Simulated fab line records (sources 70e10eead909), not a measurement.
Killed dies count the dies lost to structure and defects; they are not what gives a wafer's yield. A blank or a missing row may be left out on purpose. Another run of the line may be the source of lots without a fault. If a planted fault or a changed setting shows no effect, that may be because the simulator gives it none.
fab line records | flow nandHarc
record: lots: 9 wafers: 27 lastDay: 34
route steps=1302 shown A_CHANNEL_HOLE_D2@580 END@1302
lots untouched by any fault: they come from a run of this same line in which no faults occurred
startH: start of the lot's first displayed wafer, in hours after the record's first day | waitH: how many hours have passed since the lot's step before this one | " unchanged from the row above | L1.1+2: a row that stands for several wafers | - no value, or no start was given | * or withheld: withheld | < > ~ a bound
route shown NAME@n: a module of which the file shows steps, and the number in the route of the first | usual: mean and standard deviation over wafers with no fault | same: alike in all rows | chamber/n: place in a boat | sites: each site's reading | _std_site: standard deviation of those values | _edge_site: mean of outer sites minus mean of inner sites | radiusMm: for every site, how far away it sits from the centre of the wafer | mask NAME#n: copy n | behind: tool/chamber where the wafer was last shaped | hold: what put the lot on hold/how long, in hours/how the hold closed | device: transistor that didn't switch, given as n, p or np | end of line: tests run on the same wafers once the route is complete | a step with no rows: only its recipe | killed: the dies lost at the first sort to structure and to defects; this is not the yield of the wafer | map: a wafer's dies, x killed, . not, _ none there
set.NAME: the setting the step ran with; set.NAME@STEP: the setting that earlier step ran with | model.NAME: the simulator's own value behind a step, which no gauge read
steps of the route over a sample of lots; a table a step, a row a wafer
services: when a tool's chamber went out of use (startH, in hours from the record's first day, below 0 if earlier), for how many hours, and the reason
== steps ==
step: NHARC_A_CHANNEL_HOLE_D2_PEB_08
recipe: pebTempC: 100 pebTimeS: 65
usual: chillPlateTempC: 23.01/0.092 heaterPowerTotalW: 156.6/0.4 plateTempC: 99.98/0.12
columns lot.wafer tool chamber startH waitH chillPlateTempC heaterPowerTotalW plateTempC
L207.1 lithoTrack-06 0 289.46 0.1 23.04 157.1 99.94
L207.2 " 0 " " 22.88 156.9 99.94
L207.6 " 0 " " 22.93 156.9 99.98
L209.1 lithoTrack-06 0 316.62 0.1 22.84 157.0 100.05
L209.2 " 0 " " 22.88 156.1 99.91
L209.3 " 0 " " 22.93 156.6 99.95
L211.2 lithoTrack-04 0 343.72 0.1 22.98 156.4 99.91
L211.3 " 0 " " 23.14 157.0 99.79
L211.5 " 0 " " 23.10 157.2 99.87
L213.1 lithoTrack-06 0 343.96 0.1 22.88 157.0 99.95
L213.2 " 0 " " 22.95 156.3 100.10
L213.4 " 0 " " 22.95 156.8 99.92
L216.1 lithoTrack-06 0 410.91 0.1 23.03 156.8 100.05
L216.2 " 0 " " 23.10 155.9 100.13
L216.3 " 0 " " 22.96 156.5 100.06
L218.2 lithoTrack-04 0 411.19 0.1 23.04 156.4 99.97
L218.3 " 0 " " 22.93 156.2 100.06
L218.5 " 0 " " 22.99 156.8 100.10
L223.1 lithoTrack-06 0 461.82 0.1 23.06 172.7 107.78
L223.3 " 0 " " 23.06 172.8 107.72
L223.4 " 0 " " 22.98 172.7 107.75
L224.1 lithoTrack-06 0 476.09 0.1 23.03 173.3 107.65
L224.3 " 0 " " 22.95 173.1 107.86
L224.4 " 0 " " 23.07 173.0 107.64
L225.2 lithoTrack-06 0 496.26 0.1 22.99 172.9 107.56
L225.4 " 0 " " 22.91 173.1 107.56
L225.5 " 0 " " 22.94 173.4 107.54
step: NHARC_A_CHANNEL_HOLE_D2_CD_MEAS_10
recipe: targetCdNm: 100 landingEnergyEv: 500
usual: cdNm: 100.0/0.43
columns lot.wafer tool chamber startH waitH hold cdNm
L207.1 cdSem-03 0 289.54 - - 100.0
L207.2 " 0 " " - 99.8
L207.6 " 0 " " - 100.0
L209.1 cdSem-03 0 316.69 - - 99.7
L209.2 " 0 " " - 100.0
L209.3 " 0 " " - 99.4
L211.2 cdSem-01 0 343.80 - - 99.8
L211.3 " 0 " " - 99.3
L211.5 " 0 " " - 99.4
L213.1 cdSem-03 0 344.04 - - 99.7
L213.2 " 0 " " - 100.0
L213.4 " 0 " " - 100.5
L216.1 cdSem-03 0 410.99 - - 100.6
L216.2 " 0 " " - 100.6
L216.3 " 0 " " - 100.4
L218.2 cdSem-03 0 411.27 - - 99.0
L218.3 " 0 " " - 100.0
L218.5 " 0 " " - 99.6
L223.1 cdSem-02 0 461.90 - awaitDispo/0.2h/release 118.3
L223.3 " 0 " " awaitDispo/0.2h/release 118.5
L223.4 " 0 " " awaitDispo/0.2h/release 118.1
L223.1 cdSem-02 0 - - - 118.0
L223.3 " 0 " " - 118.9
L223.4 " 0 " " - 118.6
L224.1 cdSem-03 0 476.17 - awaitDispo/0.2h/release 117.8
L224.3 " 0 " " awaitDispo/0.2h/release 118.5
L224.4 " 0 " " awaitDispo/0.2h/release 118.3
L224.1 cdSem-03 0 - - - 117.8
L224.3 " 0 " " - 118.9
L224.4 " 0 " " - 118.2
L225.2 cdSem-03 0 496.34 - awaitDispo/0.2h/release 118.6
L225.4 " 0 " " awaitDispo/0.2h/release 119.1
L225.5 " 0 " " awaitDispo/0.2h/release 118.6
L225.2 cdSem-03 0 - - - 118.6
L225.4 " 0 " " - 118.8
L225.5 " 0 " " - 118.8
step: NHARC_A_CHANNEL_HOLE_D2_DESCUM_15
recipe: timeS: 3 o2FlowSccm: 200 arFlowSccm: 0 biasPowerW: 0 chemistry: O2
usual: drypumpMotorCurrentA: 5.7/0.46 oesProductAu: 0.996/0.0093 rfVppV: 58.0/0.84 showerheadPlenumPTorr: 1.95/0.084 throttleValvePct: 11.311/0.0088
columns lot.wafer tool chamber startH waitH drypumpMotorCurrentA oesProductAu rfHoursCounterH rfVppV showerheadPlenumPTorr throttleValvePct
L207.2 rieDiel-11 1 289.74 0.1 5.9 0.984 0.9 58.1 2.02 11.322
L207.1 " 0 " " 5.8 0.992 0.9 57.9 1.85 11.306
L207.6 " 2 " " 5.1 0.998 - 58.8 2.06 11.311
L209.2 rieDiel-11 0 316.88 0.1 5.8 0.999 2.4 57.7 1.85 11.302
L209.3 " 1 " " 5.9 0.996 2.5 57.7 2.02 11.302
L209.1 " 2 " " 5.1 0.991 3.4 57.9 2.05 11.304
L211.3 rieDiel-03 3 343.98 0.1 5.7 0.988 2.9 57.4 2.06 11.310
L211.2 " 1 " " 5.4 0.996 3.4 57.7 1.95 11.320
L211.5 " 0 " " 6.4 1.000 - 57.7 1.84 11.313
L213.2 rieDiel-11 1 344.22 0.1 5.9 0.990 4.4 57.5 2.02 11.318
L213.4 " 3 " " 5.5 0.993 4.9 58.4 1.85 11.319
L213.1 " 0 " " 5.8 1.002 4.1 57.0 1.85 11.302
L216.3 rieDiel-03 0 411.18 0.1 6.4 1.008 5.9 57.4 1.84 11.323
L216.2 " 1 " " 5.4 0.999 5.6 56.9 1.95 11.311
L216.1 " 2 " " 5.4 0.992 4.7 57.0 1.87 11.309
L218.2 rieDiel-07 1 411.46 0.1 5.2 0.994 4.8 59.6 2.04 11.312
L218.3 " 2 " " 6.4 0.973 4.8 57.7 1.85 11.321
L218.5 " 2 " " 6.4 0.982 - 57.7 1.85 11.296
L223.1 rieDiel-11 1 465.03 0.1 5.9 0.996 0.5 56.9 2.02 11.324
L223.3 " 2 " " 5.1 0.994 1.4 58.7 2.05 11.308
L223.4 " 0 " " 5.8 1.007 1.4 56.6 1.85 11.300
L224.1 rieDiel-11 2 480.35 0.1 5.1 0.992 2.4 58.7 2.05 11.323
L224.3 " 0 " " 5.8 1.002 3.1 58.2 1.85 11.306
L224.4 " 1 " " 5.9 1.010 2.0 58.3 2.02 11.314
L225.4 rieDiel-07 3 500.60 0.1 6.0 0.994 1.1 58.7 1.94 11.320
L225.2 " 2 " " 6.4 0.982 0.9 57.8 1.85 11.323
L225.5 " 0 " " 5.5 0.997 - 56.6 1.99 11.315
step: NHARC_A_CHANNEL_HOLE_D2_ETCH_38
recipe: targetDepthA: 390 overEtchFrac: 0.3 timeS: 65 ionEnergyEv: 80 cf4FlowSccm: 150 arFlowSccm: 0 rfW: 300 biasW: 100 chemistry: CF4
usual: drypumpMotorCurrentA: 5.7/0.44 oesProductAu: 0.995/0.01 rfVppV: 151.7/1.2 showerheadPlenumPTorr: 1.80/0.07 throttleValvePct: 13.284/0.009
columns lot.wafer tool chamber startH waitH drypumpMotorCurrentA oesProductAu rfHoursCounterH rfVppV showerheadPlenumPTorr throttleValvePct
L207.1 rieDiel-11 1 289.82 0.1 5.9 0.997 0.9 151.1 1.86 13.293
L207.2 " 3 " " 5.5 1.017 1.3 151.2 1.72 13.290
L207.6 " 1 " " 5.9 1.008 - 152.1 1.86 13.286
L209.1 rieDiel-11 2 316.97 0.1 5.1 0.983 3.4 151.9 1.89 13.283
L209.2 " 3 " " 5.5 1.002 3.3 150.8 1.72 13.283
L209.3 " 0 " " 5.8 0.987 2.5 149.4 1.72 13.288
L211.2 rieDiel-03 0 344.07 0.1 6.4 1.006 3.7 149.6 1.70 13.286
L211.3 " 1 " " 5.4 1.015 3.4 150.3 1.80 13.301
L211.5 " 0 " " 6.4 1.009 - 150.1 1.70 13.291
L213.1 rieDiel-11 0 344.31 0.1 5.8 0.998 4.1 150.5 1.71 13.293
L213.2 " 2 " " 5.1 0.985 5.2 151.9 1.89 13.280
L213.4 " 3 " " 5.5 1.003 4.9 150.3 1.72 13.277
L216.2 rieDiel-03 3 411.27 0.1 5.6 0.988 5.1 151.8 1.89 13.287
L216.1 " 0 " " 6.4 0.998 6.0 150.0 1.70 13.285
L216.3 " 1 " " 5.4 0.988 5.6 150.9 1.80 13.260
L218.3 rieDiel-07 0 411.54 0.1 5.5 0.991 5.7 152.4 1.84 13.288
L218.2 " 2 " " 6.5 0.972 4.9 150.4 1.71 13.296
L218.5 " 0 " " 5.5 0.980 - 151.0 1.84 13.290
L223.3 rieDiel-11 1 465.11 0.1 5.9 1.007 0.5 152.7 1.86 13.285
L223.1 " 3 " " 5.5 1.000 1.4 151.1 1.71 13.298
L223.4 " 0 " " 5.8 1.006 1.4 150.8 1.71 13.283
L224.1 rieDiel-11 0 480.44 0.1 5.8 1.008 3.1 150.2 1.71 13.280
L224.3 " 1 " " 5.9 1.008 2.0 153.3 1.86 13.274
L224.4 " 3 " " 5.5 1.004 2.5 150.2 1.71 13.292
L225.4 rieDiel-07 0 500.69 0.1 5.5 0.998 1.2 152.2 1.84 13.275
L225.2 " 1 " " 5.2 0.993 1.2 153.7 1.88 13.286
L225.5 " 3 " " 6.1 0.988 - 151.1 1.79 13.278
step: NHARC_A_CHANNEL_HOLE_D2_ETCH_23
recipe: biasV: 5000 sourceW: withheld pressureMtorr: 20 timeS: 819 arFlowSccm: 375 c4f8FlowSccm: 89.3 o2FlowSccm: 35.7 tempC: -20 targetDepthA: 16000 chemistry: C4F8/O2/Ar
usual: drypumpMotorCurrentA: 5.5/0.36 showerheadPlenumPTorr: 3.65/0.2 throttleValvePct: 32.154/0.0096
columns lot.wafer tool chamber startH waitH drypumpMotorCurrentA rfHoursCounterH showerheadPlenumPTorr throttleValvePct
L207.2 harEtch-02 0 295.69 0.5 5.8 346 3.43 32.152
L207.1 " 1 " " 5.8 361 3.42 32.151
L207.6 " 1 " " 5.8 - 3.42 32.166
L209.1 harEtch-01 1 319.49 0.5 4.9 162 3.69 32.155
L209.2 " 0 " " 5.6 162 3.49 32.161
L209.3 " 0 " " 5.6 - 3.49 32.143
L211.2 harEtch-01 1 349.30 0.5 4.9 181 3.68 32.150
L211.3 " 0 " " 5.6 - 3.48 32.153
L211.5 " 0 " " 5.6 - 3.48 32.157
L213.1 harEtch-02 1 351.92 0.5 5.8 395 3.40 32.140
L213.2 " 0 " " 5.8 380 3.42 32.145
L213.4 " 0 " " 5.7 - 3.42 32.139
L216.1 harEtch-01 1 416.29 0.5 4.9 223 3.66 32.158
L216.2 " 0 " " 5.6 223 3.46 32.147
L216.3 " 1 " " 4.9 - 3.66 32.149
L218.2 harEtch-02 0 417.06 0.5 5.7 13 3.93 32.150
L218.3 " 1 " " 5.8 - 3.93 32.152
L218.5 " 1 " " 5.8 - 3.93 32.154
L223.1 harEtch-02 1 476.33 0.5 5.8 40 3.91 32.158
L223.4 " 0 " " 5.8 - 3.91 32.170
L223.3 " 1 " " 5.8 - 3.91 32.150
L224.1 harEtch-02 0 486.86 0.5 5.7 55 3.90 32.141
L224.4 " 1 " " 5.8 - 3.90 32.140
L224.3 " 0 " " 5.7 - 3.90 32.172
L225.2 harEtch-01 1 510.66 0.7 4.9 269 3.63 32.140
L225.4 " 0 " " 5.6 - 3.44 32.155
L225.5 " 1 " " 4.9 - 3.63 32.164
step: NHARC_A_CHANNEL_HOLE_D2_CD_MEAS_31
usual: cdNm: 89.9/1.4
columns lot.wafer tool chamber startH waitH hold cdNm
L207.1 cdSem-02 - 299.77 - - 86.9
L207.2 " - " " - 88.0
L207.6 " - " " - 89.6
L209.1 cdSem-01 - 323.59 - - 88.9
L209.2 " - " " - 87.3
L209.3 " - " " - 90.4
L211.2 cdSem-02 - 353.40 - - 90.2
L211.3 " - " " - 87.7
L211.5 " - " " - 89.3
L213.1 cdSem-01 - 355.99 - - 90.7
L213.2 " - " " - 90.6
L213.4 " - " " - 88.3
L216.1 cdSem-02 - 420.35 - - 91.3
L216.2 " - " " - 89.4
L216.3 " - " " - 90.2
L218.2 cdSem-01 - 421.15 - - 91.5
L218.3 " - " " - 91.0
L218.5 " - " " - 90.4
L223.1 cdSem-02 - 481.76 - awaitDispo/0.2h/release 110.2
L223.3 " - " " awaitDispo/0.2h/release 108.1
L223.4 " - " " awaitDispo/0.2h/release 111.1
L223.1 cdSem-02 - 481.94 0.2 - 110.2
L223.3 " - " " - 108.2
L223.4 " - " " - 110.9
L224.1 cdSem-02 - 493.22 - awaitDispo/0.2h/release 107.3
L224.3 " - " " awaitDispo/0.2h/release 107.0
L224.4 " - " " awaitDispo/0.2h/release 104.5
L224.1 cdSem-02 - 493.41 0.2 - 107.7
L224.3 " - " " - 106.6
L224.4 " - " " - 103.9
L225.2 cdSem-01 - 523.85 - awaitDispo/0.2h/release 107.4
L225.4 " - " " awaitDispo/0.2h/release 109.4
L225.5 " - " " awaitDispo/0.2h/release 106.2
L225.2 cdSem-01 - 524.03 0.2 - 107.5
L225.4 " - " " - 110.0
L225.5 " - " " - 106.6
step: NHARC_A_CHANNEL_HOLE_D2_XSEM_32
recipe: landingEnergyEv: 35000
usual: botCdNm: 74.6/1.6 bowNm: 8.64/0.27 tiltDeg: 0.073/0.026
columns lot.wafer tool chamber startH waitH hold botCdNm bowNm tiltDeg
L207.1 xsem-01 0 299.86 0.1 - 71.5 8.78 0.068
L207.2 " 0 " " - 72.2 8.75 0.065
L207.6 " 0 " " - 74.4 8.82 0.067
L209.1 xsem-01 0 323.68 0.1 - 73.8 8.48 0.048
L209.2 " 0 " " - 72.4 8.54 0.050
L209.3 " 0 " " - 75.1 8.52 0.047
L211.2 xsem-02 0 353.49 0.1 - 75.5 8.76 0.080
L211.3 " 0 " " - 73.0 8.69 0.080
L211.5 " 0 " " - 74.2 8.63 0.081
L213.1 xsem-01 0 356.08 0.1 - 76.1 8.46 0.106
L213.2 " 0 " " - 76.0 8.53 0.106
L213.4 " 0 " " - 73.6 8.44 0.108
L216.1 xsem-01 0 420.44 0.1 - 76.4 8.86 0.039
L216.2 " 0 " " - 74.4 8.90 0.038
L216.3 " 0 " " - 75.8 8.93 0.039
L218.2 xsem-02 0 421.24 0.1 - 76.3 9.10 0.094
L218.3 " 0 " " - 76.6 9.09 0.095
L218.5 " 0 " " - 75.5 9.03 0.096
L223.1 xsem-01 0 485.63 3.7 awaitDispo/3.6h/release 96.4 9.27 0.096
L223.3 " 0 " " awaitDispo/3.6h/release 94.2 9.28 0.096
L223.4 " 0 " " awaitDispo/3.6h/release 96.7 9.32 0.098
L224.1 xsem-01 0 498.98 5.6 awaitDispo/5.5h/release 91.2 8.34 0.073
L224.3 " 0 " " awaitDispo/5.5h/release 90.6 8.35 0.074
L224.4 " 0 " " awaitDispo/5.5h/release 88.2 8.28 0.075
L225.2 xsem-02 0 528.53 4.5 awaitDispo/4.4h/release 92.1 8.57 0.059
L225.4 " 0 " " awaitDispo/4.4h/release 94.7 8.45 0.057
L225.5 " 0 " " awaitDispo/4.4h/release 90.7 8.58 0.058
step: NHARC_END_SORT_01
recipe: tempC: 25
usual: killedAtArray: 49/19 killedAtOther: 0.9/1.1 killedAtPeriphery: 4.0/2.7 killedDies: 54/19 killedOpen: 3.3/1.8 killedShort: 2.6/1.6
same: grossDies: 677
columns lot.wafer tool chamber startH waitH killedAtArray killedAtOther killedAtPeriphery killedDies killedOpen killedShort
L223.1 prober-02 0 730.32 2.5 358 1 5 364 6 4
L223.3 prober-02 0 731.92 3.1 406 1 8 415 6 4
L223.4 prober-02 0 732.72 3.4 320 0 13 333 4 2
L224.1 prober-01 0 747.35 2.5 305 0 10 315 4 3
L224.3 prober-01 0 748.98 3.1 388 0 8 396 5 0
L224.4 prober-01 0 749.79 3.4 414 1 2 417 2 4
L225.2 prober-01 0 815.83 2.8 191 1 6 198 3 5
L225.4 prober-01 0 817.40 3.4 445 1 5 451 4 2
L225.5 prober-01 0 818.19 3.6 400 1 3 404 3 2
killed by level:class
L223.1 A_CHANNEL_HOLE_D2:areaPeb=324 A_CHANNEL_HOLE_D1:chamberFilmFlake=16 A_STAIRCASE:chamberFilmFlake=7 P_CONTACT:geometricParticle:open=2 P_BONDPAD:chamberFilmFlake=2 A_SOURCE_PLATE:geometricParticle:open=1 A_ONON_D1:geometricParticle:short=1 A_CHANNEL_FILL_D1:geometricParticle:open=1
L223.3 A_CHANNEL_HOLE_D2:areaPeb=369 A_CHANNEL_HOLE_D1:chamberFilmFlake=10 A_STAIRCASE:chamberFilmFlake=10 A_CONTACT:chamberFilmFlake=6 P_BONDPAD:chamberFilmFlake=4 A_CHANNEL_FILL_D1:geometricParticle:open=3 A_ONON_D1:geometricParticle:short=2 P_GATE:chamberFilmFlake=2
L223.4 A_CHANNEL_HOLE_D2:areaPeb=283 A_CHANNEL_HOLE_D1:chamberFilmFlake=15 A_STAIRCASE:chamberFilmFlake=10 P_GATE:chamberFilmFlake=5 A_CONTACT:chamberFilmFlake=4 P_BONDPAD:chamberFilmFlake=3 P_ZERO_WELL:chamberFilmFlake=2 A_SLIT:chamberFilmFlake=2
L224.1 A_CHANNEL_HOLE_D2:areaPeb=247 A_CHANNEL_HOLE_D1:chamberFilmFlake=31 A_CHANNEL_HOLE_D2:chamberFilmFlake=5 A_STAIRCASE:chamberFilmFlake=5 A_CONTACT:chamberFilmFlake=5 P_CONTACT:chamberFilmFlake=3 P_M2:chamberFilmFlake=3 A_SLIT:chamberFilmFlake=3
L224.3 A_CHANNEL_HOLE_D2:areaPeb=348 A_CHANNEL_HOLE_D1:chamberFilmFlake=15 A_SLIT:chamberFilmFlake=6 A_CHANNEL_HOLE_D2:chamberFilmFlake=4 A_BONDPAD:chamberFilmFlake=4 A_WL_FILL:chamberFilmFlake=3 P_ZERO_WELL:chamberFilmFlake=2 P_GATE:chamberFilmFlake=2
L224.4 A_CHANNEL_HOLE_D2:areaPeb=362 A_CHANNEL_HOLE_D1:chamberFilmFlake=33 A_WL_FILL:chamberFilmFlake=4 A_CHANNEL_HOLE_D2:chamberFilmFlake=3 A_CONTACT:chamberFilmFlake=2 A_SOURCE_PLATE:geometricParticle:short=1 A_CHANNEL_FILL_D1:geometricParticle:short=1 A_CHANNEL_FILL_D2:geometricParticle:short=1
L225.2 A_CHANNEL_HOLE_D2:areaPeb=136 A_CHANNEL_HOLE_D2:chamberFilmFlake=15 A_CHANNEL_HOLE_D1:chamberFilmFlake=14 A_CONTACT:chamberFilmFlake=7 A_STAIRCASE:chamberFilmFlake=6 A_SLIT:chamberFilmFlake=5 P_STI:chamberFilmFlake=3 A_BLC:geometricParticle:open=2
L225.4 A_CHANNEL_HOLE_D2:areaPeb=382 A_CHANNEL_HOLE_D2:chamberFilmFlake=27 A_CHANNEL_HOLE_D1:chamberFilmFlake=9 A_STAIRCASE:chamberFilmFlake=7 A_SLIT:chamberFilmFlake=6 A_CONTACT:chamberFilmFlake=6 P_ZERO_WELL:chamberFilmFlake=3 A_CHANNEL_FILL_D1:geometricParticle:open=1
L225.5 A_CHANNEL_HOLE_D2:areaPeb=360 A_CHANNEL_HOLE_D2:chamberFilmFlake=10 A_CHANNEL_HOLE_D1:chamberFilmFlake=7 A_SLIT:chamberFilmFlake=7 A_STAIRCASE:chamberFilmFlake=4 A_CONTACT:chamberFilmFlake=4 P_ZERO_WELL:chamberFilmFlake=2 A_ONON_D1:geometricParticle:short=1
== services ==
columns tool chamber startH hours kind
rieDiel-03 - 281.31 9.0 pm
harEtch-01 - 284.06 2.0 repair
rieDiel-11 0 289.00 - clean
rieDiel-11 1 289.00 - clean
rieDiel-11 2 289.00 - clean
rieDiel-11 3 289.00 - clean
rieDiel-07 - 294.20 9.0 pm
xsem-02 - 298.07 0.2 repair
rieDiel-07 0 306.84 2.5 repair
rieDiel-11 0 313.50 - clean
rieDiel-11 1 313.50 - clean
lithoTrack-06 - 354.00 7.0 pm
rieDiel-11 2 362.29 1.3 repair
xsem-01 - 374.00 14.0 pm
harEtch-02 - 377.29 17.0 pm
lithoTrack-04 - 378.01 7.0 pm
rieDiel-07 2 397.37 9.8 repair
rieDiel-11 - 432.50 9.0 pm
rieDiel-03 2 437.64 6.8 repair
rieDiel-07 0 457.18 24.8 repair
rieDiel-03 - 458.31 9.0 pm
rieDiel-07 - 471.20 9.0 pm
rieDiel-07 2 484.12 2.5 repair
harEtch-02 - 489.20 2.1 repair
== key ==
firstSign: step: NHARC_A_CHANNEL_HOLE_D2_PEB_08 reading: plateTempC direction: up sigmas: 66 usual: * struck: *
effect: step: NHARC_A_CHANNEL_HOLE_D2_PEB_08 reading: heaterPowerTotalW direction: up sigmas: 41 usual: * struck: *
effect: step: NHARC_A_CHANNEL_HOLE_D2_CD_MEAS_10 reading: visit direction: added
effect: step: NHARC_A_CHANNEL_HOLE_D2_CD_MEAS_10 reading: cdNm direction: up sigmas: 43 usual: 100.0 struck: 118.4
effect: step: NHARC_A_CHANNEL_HOLE_D2_CD_MEAS_31 reading: cdNm direction: up sigmas: 13 usual: 89.9 struck: 107.9
effect: step: NHARC_A_CHANNEL_HOLE_D2_XSEM_32 reading: botCdNm direction: up sigmas: 11 usual: 74.6 struck: 92.7
effect: step: NHARC_END_SORT_01 reading: killedDies direction: up sigmas: 17 usual: 54 struck: 366
moreKillsBornAt: NHARC_A_CHANNEL_HOLE_D2_PEB_08@lithoTrack-06: 2811
metAt NHARC_A_CHANNEL_HOLE_D2_PEB_08
struckLots L223,L224,L225
laterRowsLeftOut L223.3,L224.3,L224.4,L225.4,L225.5
testerLeftOut L223,L224,L225
notActingAt NHARC_A_CHANNEL_HOLE_D2_DESCUM_15,NHARC_A_CHANNEL_HOLE_D2_ETCH_38,NHARC_A_CHANNEL_HOLE_D2_ETCH_23
onsetBetween 410.91 461.82
fault: kind: processParameterDrift tool: lithoTrack-06 chamber: - onsetH: 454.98 steps: NHARC_A_CHANNEL_HOLE_D2_PEB_08 channel: pebTempC offset: * shape: step endH: 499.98 actsIn: * stated: *
testerLeftOut: of these lots the tester's yield and bins aren't shown, on N5 and GAA mostly nor the transistor test; their killed dies are dies lost to structure and defects alone, not to doping, threshold or leakage, so they don't give the yield
laterRowsLeftOut: the simulator's readings of these wafers behind a module that went badly wrong aren't trusted and aren't shown, but for the sort
